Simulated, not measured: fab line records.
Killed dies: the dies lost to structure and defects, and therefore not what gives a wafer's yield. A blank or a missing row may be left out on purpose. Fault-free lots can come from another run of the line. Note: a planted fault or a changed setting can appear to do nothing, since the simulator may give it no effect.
Chamber matching / flow nand_harc / NHARC_THIN_TSV_DEP_47 on pecvd-01 has 3 sister chambers
The step deposits SiO2, target thk 200 nm. 6 wafers are shown with their chamber, then 7 later ones without.

## WAFERS WITH THEIR CHAMBER
wafer=L523.3; chamber=0; throttle_valve_pct (%)=16.1; mfc_precursor_sccm (sccm)=161.7
wafer=L530.1; chamber=0; throttle_valve_pct (%)=16.4; mfc_precursor_sccm (sccm)=160.7
wafer=L530.5; chamber=2; throttle_valve_pct (%)=17.7; mfc_precursor_sccm (sccm)=160.8
wafer=L530.6; chamber=1; throttle_valve_pct (%)=16.9; mfc_precursor_sccm (sccm)=161.9
wafer=L531.1; chamber=2; throttle_valve_pct (%)=17.4; mfc_precursor_sccm (sccm)=161.1
wafer=L531.5; chamber=1; throttle_valve_pct (%)=16.2; mfc_precursor_sccm (sccm)=161.3

## WAFERS WITHOUT THEIR CHAMBER
wafer=L531.6; throttle_valve_pct (%)=17.3; mfc_precursor_sccm (sccm)=161.6
wafer=L534.2; throttle_valve_pct (%)=16.4; mfc_precursor_sccm (sccm)=161.2
wafer=L534.3; throttle_valve_pct (%)=16.6; mfc_precursor_sccm (sccm)=161.6
wafer=L534.5; throttle_valve_pct (%)=16.5; mfc_precursor_sccm (sccm)=161.7
wafer=L536.2; throttle_valve_pct (%)=17.3; mfc_precursor_sccm (sccm)=161.6
wafer=L536.4; throttle_valve_pct (%)=16.2; mfc_precursor_sccm (sccm)=161.9
wafer=L536.5; throttle_valve_pct (%)=16.8; mfc_precursor_sccm (sccm)=161.7

## CHAMBER TAKEN BY EACH
wafer=L531.6; from the rows above=can't be placed: 2 or 1 or 0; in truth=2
wafer=L534.2; from the rows above=can't be placed: 0 or 1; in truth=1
wafer=L534.3; from the rows above=can't be placed: 1 or 0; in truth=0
wafer=L534.5; from the rows above=can't be placed: 1 or 0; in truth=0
wafer=L536.2; from the rows above=can't be placed: 2 or 1 or 0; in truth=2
wafer=L536.4; from the rows above=can't be placed: 1 or 0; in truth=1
wafer=L536.5; from the rows above=can't be placed: 1 or 0 or 2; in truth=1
0 of 7 placed correctly. Unplaceable from these rows: 7, with the true chamber sitting among the candidates in 7. Placed wrongly: 0.
How it was worked out, from the rows above alone: a wafer's distance from a chamber is the root of the sum, over the readings, of the square of ((its reading less the chamber's mean) divided by the reading's scatter). The wafer belongs to the nearest chamber; if the next one is less than 2 further off, it can't be placed. For every chamber, the mean is computed from those of its wafers that are shown. The scatter: the root of (the sum of the squares of (reading less its chamber's mean) over the shown wafers, divided by (wafers less chambers)).
